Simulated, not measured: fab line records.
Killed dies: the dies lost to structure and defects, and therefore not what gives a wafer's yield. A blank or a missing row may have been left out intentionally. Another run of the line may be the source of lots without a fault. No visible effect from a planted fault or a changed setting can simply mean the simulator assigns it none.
Matching of chambers ; flow nand-harc ; NHARC_A_CONTACT_DEP_58 on pecvd-04: 3 sister chambers
The step deposits SiON, target thk 90 nm. 18 wafers are shown with their chamber, then 9 later ones without.

WAFERS WITH THEIR CHAMBER
wafer;chamber;heater-power-w (W)
L074.1;0;678
L074.4;2;775
L074.5;0;706
L078.2;0;766
L078.3;1;793
L078.4;0;769
L081.2;1;785
L081.3;0;774
L081.6;2;661
L083.2;2;751
L083.3;1;706
L083.4;2;749
L091.2;1;812
L091.3;0;739
L091.6;0;743
L095.1;1;776
L095.2;0;775
L095.3;2;806

SIGNATURES, as means of the wafers listed above
reading;chamber 0;chamber 1;chamber 2;scatter within a chamber
heater-power-w;743.75;774.40;748.40;42.4
Rule: a wafer's distance from a chamber is the root of the sum, over the readings, of the square of ((its reading less the chamber's mean) divided by the reading's scatter). If the next closest chamber is less than 2 further off than the closest, the wafer can't be placed; otherwise it belongs to the closest. The scatter: the root of (the sum of the squares of (reading less its chamber's mean) over the shown wafers, divided by (wafers less chambers)).

WAFERS MISSING THEIR CHAMBER
wafer;heater-power-w (W)
L094.4;756
L094.5;758
L094.6;867
L096.1;813
L096.2;760
L096.3;853
L096.4;864
L096.5;824
L096.6;773

WHICH CHAMBER EACH WENT THROUGH
wafer;from the rows above;in truth
L094.4;can't be placed: 2 or 0 or 1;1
L094.5;can't be placed: 2 or 0 or 1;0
L094.6;can't be placed: 1 or 2 or 0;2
L096.1;can't be placed: 1 or 2 or 0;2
L096.2;can't be placed: 2 or 1 or 0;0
L096.3;can't be placed: 1 or 2 or 0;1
L096.4;can't be placed: 1 or 2 or 0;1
L096.5;can't be placed: 1 or 2 or 0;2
L096.6;can't be placed: 1 or 2 or 0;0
Correct placement for 0 of the 9. Unplaceable from these rows: 9, with the true chamber sitting among the candidates in 9. Placed wrongly: 0.
